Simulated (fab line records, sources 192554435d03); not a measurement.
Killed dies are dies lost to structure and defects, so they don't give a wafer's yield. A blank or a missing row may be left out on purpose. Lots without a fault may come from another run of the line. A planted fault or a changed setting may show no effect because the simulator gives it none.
fab line records | flow n5_finfet | part 2 of 2: steps 5 to 6 of 6
record lots=23 wafers=69 last_day=19
route steps=1938 shown ZERO_LAYER@15 PMOS_HMC_CHANNEL_EPI@74 FIN_SAQP@114
lots that met no fault: from a run of the same line without faults
start_h: hours from the record's first day to the start of the lot's first wafer shown | wait_h: hours since the lot's step before | " the same as in the row above | L1.1+2: a row that stands for several wafers | - no value, or no start given | * or withheld: withheld | < > ~ a bound
route shown NAME@n: a module of which the file shows steps, and the number in the route of the first | usual: mean/standard deviation of fault-free wafers | same: alike in all rows | chamber/n: place in a boat | sites: the reading at each site | _std_site: their standard deviation | _edge_site: outer sites' mean less inner sites' | radius_mm: how far each site lies from the wafer's centre | mask NAME#n: copy n | behind: the tool/chamber that last shaped the wafer | hold: why the lot was held/for how many hours/how that ended | device: the transistor (n, p or np) that didn't switch | end of line: the same wafers' tests at the end of the route | a step without rows: its recipe alone | killed: dies lost to structure and defects at the first sort, not the wafer's yield | map: a wafer's dies, x killed, . not, _ none there
set.NAME: the setting as run; set.NAME@STEP: as run at that earlier step | model.NAME: the simulator's own value behind a step, which no gauge read
steps of the route over a sample of lots; a table a step, a row a wafer
services: from which hour (start_h, from the record's first day; less than 0 if before it) a tool's chamber was out of use, for how many hours, and why
## steps
# step N5_FIN_SAQP_MANDREL1_REMOVE_56
# recipe chemistry=HBr/Cl2/O2 bt_time_s=10 target=a-Si stop_on=SiNx endpoint=OES-SiCl over_etch_frac=1 icp_w=600 bias_w=22 HBr_flow_sccm=150 Cl2_flow_sccm=80 O2_flow_sccm=5 pressure_mtorr=10
# usual drypump_motor_current_A=5.9/0.49 oes_product_au=1.010/0.011 throttle_valve_pct=36.7/0.33
# columns lot.wafer tool chamber start_h wait_h drypump_motor_current_A oes_product_au rf_hours_counter_h throttle_valve_pct
L074.2 rie_si-03 1 24.36 0.1 5.0 1.018 44 36.3
L074.3 " 0 " " 6.3 1.018 204 37.1
L074.5 " 1 " " 5.0 1.003 - 36.3
L075.1 rie_si-05 0 31.56 0.1 5.6 1.003 40 36.8
L075.2 " 3 " " 6.1 1.010 88 37.0
L075.6 " 0 " " 5.6 1.015 - 36.7
L076.1 rie_si-05 0 36.39 0.1 5.6 1.005 41 36.7
L076.3 " 3 " " 6.1 1.004 88 37.0
L076.6 " 2 " " 6.3 1.012 - 36.4
L077.1 rie_si-03 3 43.54 0.1 5.8 0.990 1 37.6
L077.4 " 3 " " 5.8 1.002 - 37.6
L077.5 " 2 " " 5.1 1.010 - 36.5
L078.1 rie_si-04 0 48.09 0.1 5.2 1.007 176 36.4
L078.3 " 3 " " 6.5 1.026 47 36.8
L078.5 " 2 " " 5.8 1.006 - 36.9
L079.1 rie_si-04 3 55.61 0.1 6.5 1.033 47 36.8
L079.4 " 2 " " 5.8 1.007 150 36.9
L079.6 " 3 " " 6.5 1.024 - 36.8
L080.2 rie_si-05 0 60.72 0.1 5.6 1.000 41 36.7
L080.5 " 3 " " 6.1 1.006 - 37.0
L080.6 " 2 " " 6.3 1.003 - 36.4
L081.1 rie_si-04 0 66.25 0.1 5.2 1.006 176 36.4
L081.3 " 1 " " 6.4 1.019 175 36.9
L081.6 " 0 " " 5.2 1.000 - 36.4
L082.2 rie_si-05 1 72.97 0.1 5.6 0.993 114 36.4
L082.4 " 2 " " 6.3 1.013 - 36.4
L082.5 " 1 " " 5.6 1.003 - 36.4
L083.1 rie_si-05 1 78.43 0.1 5.6 0.997 114 36.4
L083.4 " 3 " " 6.1 0.999 89 37.0
L083.5 " 3 " " 6.1 1.014 - 37.0
L084.1 rie_si-05 3 85.75 0.1 6.1 1.012 89 37.0
L084.5 " 2 " " 6.3 1.017 - 36.4
L084.6 " 3 " " 6.1 1.018 - 37.0
L086.1 rie_si-05 3 95.79 0.1 6.1 0.997 89 37.0
L086.2 " 1 " " 5.6 0.990 114 36.3
L086.4 " 0 " " 5.6 1.015 42 36.7
L087.1 rie_si-04 1 104.21 0.1 6.4 1.029 176 36.9
L087.5 " 2 " " 5.8 1.000 - 36.9
L087.6 " 1 " " 6.3 1.023 - 36.9
L088.2 rie_si-03 3 109.71 0.1 5.8 0.993 2 37.6
L088.3 " 2 " " 5.1 1.004 120 36.6
L088.5 " 0 " " 6.3 1.013 - 36.9
L089.1 rie_si-04 0 114.31 0.1 5.2 1.008 177 36.4
L089.3 " 2 " " 5.8 1.010 151 36.9
L089.4 " 1 " " 6.4 1.031 176 36.9
L090.4 rie_si-04 2 119.85 0.1 5.8 1.006 152 36.9
L090.5 " 3 " " 6.5 1.028 - 36.8
L090.6 " 2 " " 5.8 1.024 - 36.9
L091.1 rie_si-04 0 125.99 0.1 5.2 1.021 178 36.4
L091.2 " 3 " " 6.5 1.028 49 36.8
L091.4 " 1 " " 6.4 1.038 176 37.0
L092.4 rie_si-04 3 131.81 0.0 6.5 1.031 49 36.8
L092.5 " 1 " " 6.4 1.032 - 36.9
L092.6 " 0 " " 5.2 1.005 - 36.4
L093.2 rie_si-04 1 138.22 0.1 6.4 1.025 177 36.9
L093.3 " 2 " " 5.8 1.003 152 36.9
L093.5 " 3 " " 6.5 1.025 - 36.8
L094.1 rie_si-03 3 143.59 0.1 5.8 0.983 3 37.6
L094.2 " 0 " " 6.3 1.004 1 36.9
L094.3 " 1 " " 5.0 1.006 46 36.3
L095.1 rie_si-04 0 150.76 0.1 5.2 0.990 178 36.4
L095.3 " 1 " " 6.4 1.022 177 36.9
L095.5 " 0 " " 5.2 1.003 - 36.4
L096.1 rie_si-03 1 156.35 0.1 5.0 1.012 46 36.3
L096.5 " 0 " " 6.3 0.998 - 36.9
L096.6 " 3 " " 5.8 0.990 - 37.6
L097.1 rie_si-03 2 161.34 0.1 5.1 0.988 121 36.5
L097.3 " 1 " " 5.0 1.006 47 36.3
L097.5 " 1 " " 5.0 1.008 - 36.3
# step N5_FIN_SAQP_ETCH_69
# recipe chemistry=N2/H2 target=SOC target_depth_a=1500 stop_on=SiNx ion_energy_ev=100 bias_w=61 pressure_mtorr=30 source_w=850 n2_flow_sccm=200 h2_flow_sccm=200
# usual drypump_motor_current_A=5.6/0.43 oes_product_au=0.76/0.09 rf_vpp_V=240.5/1.4 showerhead_plenum_p_Torr=2.52/0.088 throttle_valve_pct=17.83/0.26
# columns lot.wafer tool chamber start_h wait_h drypump_motor_current_A oes_product_au rf_hours_counter_h rf_vpp_V showerhead_plenum_p_Torr throttle_valve_pct
L074.2 rie_diel-04 0 25.20 - 5.1 0.71 205 240.7 2.50 17.87
L074.3 " 2 " " 5.4 0.87 34 240.9 2.59 17.28
L074.5 " 0 " " 5.1 0.71 - 240.8 2.50 17.87
L075.1 rie_diel-01 1 32.46 - 5.3 0.71 200 241.1 2.64 17.90
L075.2 " 2 " " 6.0 0.72 178 237.9 2.42 17.91
L075.6 " 1 " " 5.3 0.71 - 242.3 2.64 17.89
L076.1 rie_diel-01 0 37.22 - 5.5 0.69 214 239.6 2.51 18.01
L076.3 " 3 " " 5.0 0.68 237 240.9 2.60 17.90
L076.6 " 1 " " 5.3 0.71 - 241.1 2.64 17.90
L077.1 rie_diel-04 1 44.44 - 6.5 0.96 3 239.8 2.49 17.99
L077.4 " 3 " " 5.9 0.70 222 239.8 2.41 18.19
L077.5 " 3 " " 5.9 0.70 - 239.8 2.41 18.17
L078.1 rie_diel-01 3 48.92 - 5.0 0.68 242 242.2 2.59 17.91
L078.3 " 0 " " 5.5 0.69 218 241.2 2.50 17.99
L078.5 " 0 " " 5.5 0.69 - 239.8 2.50 18.00
L079.1 rie_diel-01 3 56.43 - 5.0 0.67 245 241.4 2.59 17.93
L079.4 " 1 " " 5.2 0.71 208 241.3 2.64 17.90
L079.6 " 2 " " 5.9 0.71 - 238.3 2.42 17.93
L080.2 rie_diel-03 1 61.59 - 5.3 0.98 1 244.0 2.70 17.29
L080.5 " 3 " " 5.4 0.82 - 242.8 2.69 17.56
L080.6 " 0 " " 5.4 0.79 - 239.3 2.47 17.72
L081.1 rie_diel-01 1 67.08 - 5.2 0.71 212 242.8 2.64 17.90
L081.3 " 2 " " 5.9 0.71 192 239.4 2.41 17.93
L081.6 " 2 " " 6.0 0.72 - 238.9 2.41 17.93
L082.2 rie_diel-04 3 73.85 - 5.9 0.70 232 239.4 2.40 18.22
L082.4 " 2 " " 5.4 0.86 53 241.3 2.58 17.33
L082.5 " 2 " " 5.4 0.84 - 239.9 2.58 17.33
L083.1 rie_diel-01 1 79.28 - 5.2 0.70 217 240.8 2.63 17.92
L083.4 " 1 " " 5.3 0.71 - 241.7 2.63 17.93
L083.5 " 2 " " 6.0 0.70 - 239.0 2.41 17.94
L084.1 rie_diel-01 0 86.58 - 5.5 0.68 235 239.6 2.50 18.03
L084.5 " 1 " " 5.2 0.70 - 241.7 2.63 17.94
L084.6 " 0 " " 5.5 0.67 - 240.2 2.50 18.02
L086.1 rie_diel-04 2 96.62 - 5.4 0.82 62 242.8 2.57 17.34
L086.2 " 3 " " 5.9 0.69 241 239.3 2.40 18.21
L086.4 " 0 " " 5.1 0.69 234 240.6 2.49 17.92
L087.1 rie_diel-03 0 105.31 - 5.4 0.78 114 237.4 2.46 17.76
L087.5 " 2 " " 5.6 0.78 - 238.7 2.47 17.92
L087.6 " 1 " " 5.3 0.92 - 242.2 2.69 17.31
L088.2 rie_diel-01 0 110.56 - 5.5 0.67 245 240.2 2.49 18.05
L088.3 " 1 " " 5.2 0.70 232 243.2 2.63 17.96
L088.5 " 3 " " 4.9 0.97 - 242.6 2.59 17.42
L089.1 rie_diel-01 2 116.72 - 6.0 0.69 213 238.2 2.41 17.97
L089.3 " 3 " " 5.0 0.96 6 242.3 2.59 17.41
L089.4 " 0 " " 5.5 0.67 247 239.7 2.49 18.05
L090.4 rie_diel-03 1 120.67 - 5.4 0.92 20 242.7 2.69 17.31
L090.5 " 0 " " 5.3 0.77 - 238.2 2.46 17.74
L090.6 " 3 " " 5.4 0.80 - 242.6 2.69 17.59
L091.1 rie_diel-04 2 126.94 - 5.4 0.83 72 241.5 2.57 17.38
L091.2 " 0 " " 5.1 0.68 244 240.3 2.49 17.94
L091.4 " 1 " " 6.6 0.89 29 238.3 2.48 18.04
L092.4 rie_diel-04 1 132.67 - 6.5 0.89 - 240.3 2.48 18.04
L092.5 " 2 " " 5.4 0.82 - 239.6 2.57 17.35
L092.6 " 0 " " 5.1 0.68 - 239.4 2.49 17.94
L093.2 rie_diel-03 3 139.04 - 5.5 0.79 77 243.3 2.68 17.62
L093.3 " 0 " " 5.4 0.77 122 238.7 2.46 17.76
L093.5 " 2 " " 5.6 0.77 - 238.4 2.46 17.93
L094.1 rie_diel-04 1 144.59 - 6.5 0.88 37 240.0 2.48 18.06
L094.2 " 2 " " 5.4 0.81 80 240.7 2.57 17.37
L094.3 " 0 " " 5.1 0.68 252 240.6 2.48 17.95
L095.1 rie_diel-04 0 151.59 - 5.2 0.68 255 240.4 2.48 17.94
L095.3 " 2 " " 5.5 0.81 83 242.4 2.56 17.38
L095.5 " 0 " " 5.2 0.67 - 240.9 2.48 17.95
L096.1 rie_diel-04 0 157.24 - 5.1 0.67 258 239.8 2.48 17.97
L096.5 " 0 " " 5.1 0.67 - 239.5 2.48 17.96
L096.6 " 1 " " 6.5 0.87 - 238.5 2.48 18.05
L097.1 rie_diel-01 0 162.17 - 5.5 0.92 6 240.1 2.49 17.66
L097.3 " 2 " " 6.0 0.69 232 239.7 2.40 17.99
L097.5 " 3 " " 5.0 0.91 - 240.8 2.58 17.44
## services
# columns tool chamber start_h hours kind
rie_si-02 0 -4.55 8.9 repair
rie_si-05 - -3.03 0.3 repair
rie_diel-04 0 -0.43 1.5 repair
rie_diel-03 2 3.23 6.0 repair
rie_diel-01 - 7.89 15.6 pm
rie_si-03 - 26.89 2.6 repair
rie_diel-01 3 32.21 1.2 repair
rie_diel-05 0 32.32 29.0 repair
rie_diel-04 3 35.70 3.2 repair
rie_diel-06 1 36.08 7.9 repair
rie_si-03 1 41.53 2.1 repair
rie_diel-01 1 44.79 3.1 repair
rie_diel-05 3 51.80 1.8 repair
rie_si-06 3 54.54 12.4 repair
rie_si-04 - 61.52 0.4 repair
rie_si-05 3 70.10 7.6 repair
rie_diel-04 1 80.43 8.6 repair
rie_diel-01 2 88.49 2.0 repair
epi_rpcvd-04 - 93.51 2.7 repair
rie_diel-06 - 95.50 1.1 repair
rie_diel-02 0 110.40 10.7 repair
rie_diel-03 - 111.08 2.8 pm
rie_diel-02 - 134.86 0.7 repair
rie_diel-03 0 149.41 9.5 repair
